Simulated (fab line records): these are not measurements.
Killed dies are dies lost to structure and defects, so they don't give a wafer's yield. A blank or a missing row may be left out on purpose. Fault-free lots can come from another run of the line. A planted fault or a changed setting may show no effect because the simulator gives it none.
Lot-split experiment	flow n5Finfet	route with 1938 steps; 7 lots, 21 wafers read

== ABOUT THE SPLIT ==
At N5_BEOL_M1_ALD_98 (deposits SiO2, target thk 2.5 nm, pulse time 1 s, co reactant pulse time 1 s), the setting aldCycles was moved away from the recipe's 17 on 2 of the 21 wafers read, by -17.6% to +11.8%. The other wafers ran this setting at the recipe's value.

== FROM THE SPLIT TO THE READING: what the file shows between them, 4 steps ==
- N5_BEOL_M1_ETCHBACK_99: etches SiO2 in CHF3, target depth 5 nm, time 10.4 s
- N5_BEOL_M1_ETCH_70: etches SOC in N2/H2, target depth 80 nm, overetch 16 nm, time 120 s
- N5_BEOL_M1_STRIP_71: strips in N2/H2
- N5_BEOL_M1_STRIP_78: strips in N2/H2

== THE READING ==
BEOL_M1.cdNm (the simulator's own value, which no gauge read), in nm, at N5_BEOL_M1_VIA_ETCH_34 (etches the open film in C4F6/O2, target depth 67.8 nm, time 64.4 s). There is no usual value for it anywhere in the file. Across the 19 wafers here that went through the recipe, the average is 17.9 nm and the standard deviation 0.28 nm.

wafer	tool, chamber at the split	aldCycles as run	against the recipe	BEOL_M1.cdNm, nm	against lot-mates on the recipe
L075.3	aldSin-04, 3,0,1	17	recipe	18	-
L075.5	aldSin-04, 3,0,1	17	recipe	18	-
L075.6	aldSin-04, 3,0,1	17	recipe	18.4	-
L085.1	aldSin-04, 3	14	-17.6%	19.2	+1.1
L085.5	aldSin-04, 0,3	17	recipe	18	-
L085.6	aldSin-04, 0,3	17	recipe	18.2	-
L088.2	aldSin-02, 1,0,3	17	recipe	18	-
L088.4	aldSin-02, 1,0,3	17	recipe	17.8	-
L088.6	aldSin-02, 1,0,3	17	recipe	17.8	-
L089.1	aldSin-04, 3,2	17	recipe	17.6	-
L089.4	aldSin-04, 3,2	17	recipe	17.8	-
L089.6	aldSin-04, 3	19	+11.8%	17	-0.7
L093.1	aldSin-02, 3,1,0	17	recipe	17.6	-
L093.3	aldSin-02, 3,1,0	17	recipe	17.8	-
L093.6	aldSin-02, 3,1,0	17	recipe	17.8	-
L095.2	aldSin-02, 2,1,2	17	recipe	17.6	-
L095.5	aldSin-02, 2,1,2	17	recipe	17.6	-
L095.6	aldSin-02, 2,1,2	17	recipe	17.8	-
L096.2	aldSin-02, 1,3,2	17	recipe	18.4	-
L096.3	aldSin-02, 1,3,2	17	recipe	18.4	-
L096.6	aldSin-02, 1,3,2	17	recipe	18.4	-
If several chambers appear in one row, that row covers several wafers at once and the file leaves open which wafer was in which chamber.

THE FIT
A straight line over all 21 wafers: BEOL_M1.cdNm changes by -0.074 nm for each +1% of aldCycles; r = -0.79; the points scatter about the line by 0.28 nm.
The same after taking each lot's own level away (the mean of its wafers on the recipe; 21 wafers): -0.0614 nm for each +1%; r = -0.94; scatter 0.11 nm.
On that fit, the largest move of aldCycles shifts the reading by 1.1 nm.
Measured against the standard deviation above, the lots' own levels, which go from 17.67 to 18.40 nm, span 2.6 times it.
So the lot-to-lot level blurs the effect unless lot-mates are compared.
Check: +1.05 nm against its lot-mates is what the line predicts for one of the wafers moved furthest among these (-17.6%) when that wafer is left out of the fit. Against them it came out at +1.1 nm.

== OTHER SPLITS APPLIED TO THESE WAFERS ==
Note: prior to the reading, these wafers also went through further splits. Each is held against what the fit with the lots' levels taken away leaves over:
other split on the same wafers	wafers away from the commonest value	r with BEOL_M1.cdNm (lot level and that fit taken away)
N5_BEOL_M1_HM_DEP_02 targetThkA	9	+0.01
N5_BEOL_M1_COAT_61 spinRpm	7	+0.28

== THE FILE'S OWN FIT ==
BEOL_M1.cdNm changes by -0.0615 nm for each +1% of aldCycles, r = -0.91.
